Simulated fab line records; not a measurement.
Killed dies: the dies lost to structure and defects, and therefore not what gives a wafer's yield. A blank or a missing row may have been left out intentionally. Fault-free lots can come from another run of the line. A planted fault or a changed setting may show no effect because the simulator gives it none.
What tool caused it? | flow nand harc | 33 wafers from 11 lots sampled at 4 of the route's 1302 steps

## WHAT THE GAUGES READ, wafer by wafer
The record lacks any reading of a measuring or inspecting step that a usual standard deviation could be used to judge.

## WHICH TOOL RAN EACH LOT (tool, then ch and the chambers of the sampled wafers, then the start)
lot  | NHARC_A_STAIRCASE_HM_OPEN_457                 | NHARC_A_STAIRCASE_ETCH_451                    | NHARC_A_STAIRCASE_DEP_280       | NHARC_A_STAIRCASE_DESCUM_291
L872 | rie diel-13 ch 1,2,3, day 17 14:38 or earlier | rie diel-13 ch 0,3, day 17 14:38 or earlier   | pecvd-02 ch 0,2, day 17 14:38   | rie diel-12 ch 1,3, day 17 15:29
L873 | rie diel-12 ch 0,1,3, day 18 11:52 or earlier | rie diel-12 ch 0,1,2, day 18 11:52 or earlier | pecvd-01 ch 0,2, day 18 11:52   | rie diel-02 ch 1,3, day 18 12:44
L875 | rie diel-13 ch 0,1,2, day 18 17:10 or earlier | rie diel-13 ch 0,1,2, day 18 17:10 or earlier | pecvd-04 ch 0,1,2, day 18 17:10 | rie diel-12 ch 0,2,3, day 18 18:13
L880 | rie diel-02 ch 0,2,3, day 20 20:35 or earlier | rie diel-02 ch 0,3, day 20 20:35 or earlier   | pecvd-02 ch 0,1, day 20 20:35   | rie diel-13 ch 1,2, day 20 21:29
L884 | rie diel-13 ch 2,3, day 22 21:32 or earlier   | rie diel-13 ch 0,2,3, day 22 21:32 or earlier | pecvd-01 ch 1,2, day 22 21:32   | rie diel-12 ch 1,2,3, day 22 22:31
L885 | rie diel-12 ch 1,2,3, day 23 03:23 or earlier | rie diel-12 ch 1,2,3, day 23 03:23 or earlier | pecvd-01 ch 0,1,2, day 23 03:23 | rie diel-02 ch 2,3, day 23 04:22
L886 | rie diel-13 ch 1,2,3, day 23 12:16 or earlier | rie diel-13 ch 0,2, day 23 12:16 or earlier   | pecvd-01 ch 0,1,2, day 23 12:16 | rie diel-13 ch 0,3, day 23 13:05
L889 | rie diel-12 ch 2,3, day 24 14:53 or earlier   | rie diel-12 ch 1,2,3, day 24 14:53 or earlier | pecvd-02 ch 0,2, day 24 14:53   | rie diel-12 ch 0,1, day 24 15:44
L890 | rie diel-12 ch 0,2,3, day 25 10:55 or earlier | rie diel-12 ch 0,1,3, day 25 10:55 or earlier | pecvd-01 ch 0,1,2, day 25 10:55 | rie diel-12 ch 0,2,3, day 25 11:55
L891 | rie diel-12 ch 1,2, day 25 11:22 or earlier   | rie diel-12 ch 2,3, day 25 11:22 or earlier   | pecvd-02 ch 0,1,2, day 25 11:22 | rie diel-12 ch 0,1,2, day 25 12:22
L893 | rie diel-02 ch 0,2, day 26 04:02 or earlier   | rie diel-02 ch 1,2, day 26 04:02 or earlier   | pecvd-02 ch 0,1,2, day 26 04:02 | rie diel-12 ch 1,2,3, day 26 05:02
- NHARC_A_STAIRCASE_HM_OPEN_457: chemistry O2/COS.
- NHARC_A_STAIRCASE_ETCH_451: etches the open film in CF4/O2, target depth 30 nm, overetch 3 nm, time 16.5 s.
- NHARC_A_STAIRCASE_DEP_280: deposits SiON, target thk 30 nm.
- NHARC_A_STAIRCASE_DESCUM_291: chemistry O2, time 3 s.

## AS READ BY THE TOOLS THEMSELVES (means over the sampled wafers that have a number; for cases with no such wafer, the mark the record gives instead)
NHARC_A_STAIRCASE_HM_OPEN_457. Usual: drypump motor current A 5.8 A, standard deviation 0.6; oes product au 1.001 a.u., standard deviation 0.0087; rf vpp V 466 V, standard deviation 3.2; showerhead plenum p Torr 3.09 Torr, standard deviation 0.15; throttle valve pct 28.331 %, standard deviation 0.0086.
lot  | tool        | drypump motor current A (A) | oes product au (a.u.) | rf vpp V (V) | showerhead plenum p Torr (Torr) | throttle valve pct (%) | flag
L872 | rie diel-13 | 5.6                         | 1.016                 | 466          | 3.05                            | 28.319                 |
L873 | rie diel-12 | 5.7                         | 1.009                 | 466          | 3.08                            | 28.338                 |
L875 | rie diel-13 | 5.9                         | 0.999                 | 465          | 3.00                            | 28.330                 |
L880 | rie diel-02 | 6.1                         | 0.997                 | 467          | 3.14                            | 28.333                 |
L884 | rie diel-13 | 5.3                         | 1.011                 | 465          | 3.04                            | 28.329                 |
L885 | rie diel-12 | 5.8                         | 1.008                 | 470          | 3.21                            | 28.339                 |
L886 | rie diel-13 | 5.7                         | 1.001                 | 465          | 3.03                            | 28.328                 |
L889 | rie diel-12 | 5.3                         | 1.009                 | 471          | 3.30                            | 28.329                 |
L890 | rie diel-12 | 5.2                         | 1.000                 | 468          | 3.15                            | 28.329                 |
L891 | rie diel-12 | 6.0                         | 1.007                 | 468          | 3.16                            | 28.336                 |
L893 | rie diel-02 | 6.3                         | 0.994                 | 467          | 3.13                            | 28.317                 |

NHARC_A_STAIRCASE_ETCH_451. Usual: drypump motor current A 5.7 A, standard deviation 0.57; oes product au 1.002 a.u., standard deviation 0.009; rf vpp V 197.6 V, standard deviation 1.5; showerhead plenum p Torr 1.33 Torr, standard deviation 0.067; throttle valve pct 13.397 %, standard deviation 0.0093.
lot  | tool        | drypump motor current A (A) | oes product au (a.u.) | rf vpp V (V) | showerhead plenum p Torr (Torr) | throttle valve pct (%) | flag
L872 | rie diel-13 | 5.9                         | 1.003                 | 197.1        | 1.35                            | 13.393                 |
L873 | rie diel-12 | 5.5                         | 1.009                 | 196.0        | 1.27                            | 13.408                 |
L875 | rie diel-13 | 6.0                         | 1.005                 | 197.0        | 1.28                            | 13.403                 |
L880 | rie diel-02 | 5.9                         | 0.997                 | 197.5        | 1.34                            | 13.400                 |
L884 | rie diel-13 | 5.6                         | 1.007                 | 196.8        | 1.32                            | 13.393                 |
L885 | rie diel-12 | 5.8                         | 1.003                 | 199.2        | 1.37                            | 13.405                 |
L886 | rie diel-13 | 5.9                         | 1.007                 | 196.9        | 1.30                            | 13.397                 |
L889 | rie diel-12 | 5.8                         | 1.009                 | 197.9        | 1.37                            | 13.390                 |
L890 | rie diel-12 | 5.7                         | 0.999                 | 196.9        | 1.30                            | 13.410                 |
L891 | rie diel-12 | 5.3                         | 1.006                 | 198.5        | 1.41                            | 13.389                 |
L893 | rie diel-02 | 5.5                         | 1.001                 | 199.4        | 1.39                            | 13.405                 |

NHARC_A_STAIRCASE_DEP_280. Usual: heater power w 733 W, standard deviation 120; rf fwd power W 348.6 W, standard deviation 1.1; showerhead vpp V 1172 V, standard deviation 68.
lot  | tool     | heater power w (W) | rf fwd power W (W) | showerhead vpp V (V) | flag
L872 | pecvd-02 | 605                | 349.5              | 1070                 |
L873 | pecvd-01 | 661                | 348.6              | 1229                 |
L875 | pecvd-04 | 722                | 348.5              | 1205                 |
L880 | pecvd-02 | 765                | 302.0              | 1088                 | OFF
L884 | pecvd-01 | 830                | 347.3              | 1192                 |
L885 | pecvd-01 | 776                | 346.9              | 1210                 |
L886 | pecvd-01 | 783                | 346.9              | 1208                 |
L889 | pecvd-02 | 650                | 348.3              | 1110                 |
L890 | pecvd-01 | 759                | 348.7              | 1204                 |
L891 | pecvd-02 | 645                | 348.2              | 1122                 |
L893 | pecvd-02 | 680                | 348.6              | 1130                 |

NHARC_A_STAIRCASE_DESCUM_291. Usual: drypump motor current A 5.8 A, standard deviation 0.57; oes product au 1.001 a.u., standard deviation 0.0085; rf vpp V 57.7 V, standard deviation 0.89; showerhead plenum p Torr 1.90 Torr, standard deviation 0.099; throttle valve pct 11.310 %, standard deviation 0.009.
lot  | tool        | drypump motor current A (A) | oes product au (a.u.) | rf vpp V (V) | showerhead plenum p Torr (Torr) | throttle valve pct (%) | flag
L872 | rie diel-12 | 6.2                         | 1.010                 | 57.8         | 1.92                            | 11.308                 |
L873 | rie diel-02 | 5.6                         | 1.003                 | 57.9         | 1.92                            | 11.314                 |
L875 | rie diel-12 | 5.2                         | 1.004                 | 57.4         | 1.84                            | 11.314                 |
L880 | rie diel-13 | 6.0                         | 0.999                 | 57.2         | 1.79                            | 11.310                 |
L884 | rie diel-12 | 5.8                         | 1.003                 | 57.3         | 1.97                            | 11.300                 |
L885 | rie diel-02 | 6.3                         | 0.987                 | 57.1         | 1.85                            | 11.309                 |
L886 | rie diel-13 | 6.0                         | 0.995                 | 57.8         | 1.92                            | 11.316                 |
L889 | rie diel-12 | 5.4                         | 1.005                 | 57.3         | 1.81                            | 11.317                 |
L890 | rie diel-12 | 5.2                         | 0.994                 | 58.7         | 1.93                            | 11.308                 |
L891 | rie diel-12 | 5.5                         | 1.002                 | 57.5         | 1.90                            | 11.313                 |
L893 | rie diel-12 | 5.8                         | 0.996                 | 58.4         | 1.96                            | 11.317                 |

## THE ANSWER, worked out from the rows above alone
Rule: a lot is off if the mean of its wafers that have a number lies more than 3 standard deviations from the usual mean. Also off: a lot with no number at a reading for which 4 or more lots have one. Where the step has rows for the other lots, those lots are counted as sound. After the gauges, taken in route order, come the tools' own readings; for these a lot's mean is taken, as printed above. At the first step where some lot is off, the reading lying furthest off is the one used; lots without a number count as furthest.
Off, at NHARC_A_STAIRCASE_DEP_280 on rf fwd power W: L880.
A tool fits if, at that step or a process step before it, it ran every lot that is off, and no sound lot after the first of them. NHARC_A_STAIRCASE_HM_OPEN_457: start missing for some lots; hours and lot order therefore follow NHARC_A_STAIRCASE_DEP_280. NHARC_A_STAIRCASE_ETCH_451: start missing for some lots; hours and lot order therefore follow NHARC_A_STAIRCASE_DEP_280. None of those tried fits.

## WHAT THE SIMULATOR HAD INSERTED
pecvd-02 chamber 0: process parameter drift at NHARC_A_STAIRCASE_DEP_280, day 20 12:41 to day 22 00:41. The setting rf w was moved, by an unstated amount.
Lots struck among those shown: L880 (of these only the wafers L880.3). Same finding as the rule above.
